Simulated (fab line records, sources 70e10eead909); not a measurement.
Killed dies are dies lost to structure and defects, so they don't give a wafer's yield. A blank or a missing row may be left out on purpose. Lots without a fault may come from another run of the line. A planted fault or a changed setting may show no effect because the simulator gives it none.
Chamber matching | flow nand_harc | NHARC_P_ZERO_WELL_DESCUM_13 on rie_diel-10: 4 sister chambers
The step chemistry O2, time 3 s. 24 wafers are shown with their chamber, then 12 later ones without.

WAFERS WITH THEIR CHAMBER
wafer  | chamber | showerhead_plenum_p_Torr (Torr) | drypump_motor_current_A (A) | oes_product_au (a.u.)
L074.1 | 1       | 1.88                            | 6.5                         | 0.992
L074.5 | 1       | 1.88                            | 6.5                         | 0.993
L074.6 | 0       | 1.92                            | 5.6                         | 0.993
L075.1 | 3       | 2.00                            | 6.1                         | 0.985
L075.3 | 1       | 1.88                            | 6.5                         | 1.003
L075.6 | 0       | 1.92                            | 5.6                         | 0.994
L080.1 | 0       | 1.92                            | 5.6                         | 0.998
L080.3 | 2       | 1.82                            | 5.8                         | 1.012
L080.5 | 2       | 1.82                            | 5.7                         | 1.014
L084.2 | 0       | 1.92                            | 5.6                         | 0.996
L084.4 | 1       | 1.88                            | 6.5                         | 0.991
L084.6 | 0       | 1.92                            | 5.6                         | 0.997
L085.1 | 2       | 1.82                            | 5.8                         | 1.010
L085.2 | 3       | 2.00                            | 6.1                         | 0.972
L085.3 | 1       | 1.88                            | 6.5                         | 0.990
L086.1 | 0       | 1.92                            | 5.6                         | 0.993
L086.2 | 1       | 1.88                            | 6.5                         | 0.973
L086.5 | 0       | 1.92                            | 5.6                         | 0.989
L087.1 | 2       | 1.82                            | 5.7                         | 0.999
L087.4 | 3       | 2.00                            | 6.1                         | 0.972
L087.6 | 3       | 2.00                            | 6.1                         | 0.965
L089.1 | 3       | 2.00                            | 6.1                         | 0.980
L089.4 | 0       | 1.92                            | 5.6                         | 1.013
L089.6 | 2       | 1.81                            | 5.7                         | 1.009

SIGNATURES (means of the wafers above)
reading                  | chamber 0 | chamber 1 | chamber 2 | chamber 3 | scatter within a chamber
showerhead_plenum_p_Torr | 1.9200    | 1.8800    | 1.8180    | 2.0000    | 0.002
drypump_motor_current_A  | 5.600     | 6.500     | 5.740     | 6.100     | 0.0245
oes_product_au           | 0.99662   | 0.99033   | 1.00880   | 0.97480   | 0.00778
Rule: a wafer's distance from a chamber is the root of the sum, over the readings, of the square of ((its reading less the chamber's mean) divided by the reading's scatter). The wafer belongs to the nearest chamber; if the next one is less than 2 further off, it can't be placed. The scatter: the root of (the sum of the squares of (reading less its chamber's mean) over the shown wafers, divided by (wafers less chambers)).

WAFERS WITHOUT THEIR CHAMBER
wafer  | showerhead_plenum_p_Torr (Torr) | drypump_motor_current_A (A) | oes_product_au (a.u.)
L091.4 | 1.92                            | 5.6                         | 1.013
L091.5 | 2.00                            | 6.1                         | 0.965
L091.6 | 1.82                            | 5.7                         | 0.995
L094.1 | 2.00                            | 6.1                         | 0.987
L094.2 | 1.81                            | 5.7                         | 1.007
L094.5 | 2.00                            | 6.1                         | 0.995
L096.1 | 1.92                            | 5.6                         | 1.008
L096.2 | 2.00                            | 6.1                         | 0.975
L096.6 | 2.00                            | 6.1                         | 0.973
L097.3 | 2.00                            | 6.1                         | 0.980
L097.4 | 1.92                            | 5.6                         | 1.015
L097.6 | 2.00                            | 6.1                         | 0.969

WHICH CHAMBER EACH WENT THROUGH
wafer  | from the rows above | in truth
L091.4 | 0                   | 0
L091.5 | 3                   | 3
L091.6 | 2                   | 2
L094.1 | 3                   | 3
L094.2 | 2                   | 2
L094.5 | 3                   | 3
L096.1 | 0                   | 0
L096.2 | 3                   | 3
L096.6 | 3                   | 3
L097.3 | 3                   | 3
L097.4 | 0                   | 0
L097.6 | 3                   | 3
Placed correctly: 12 of 12. Can't be placed from these rows: 0. Placed wrongly: 0.
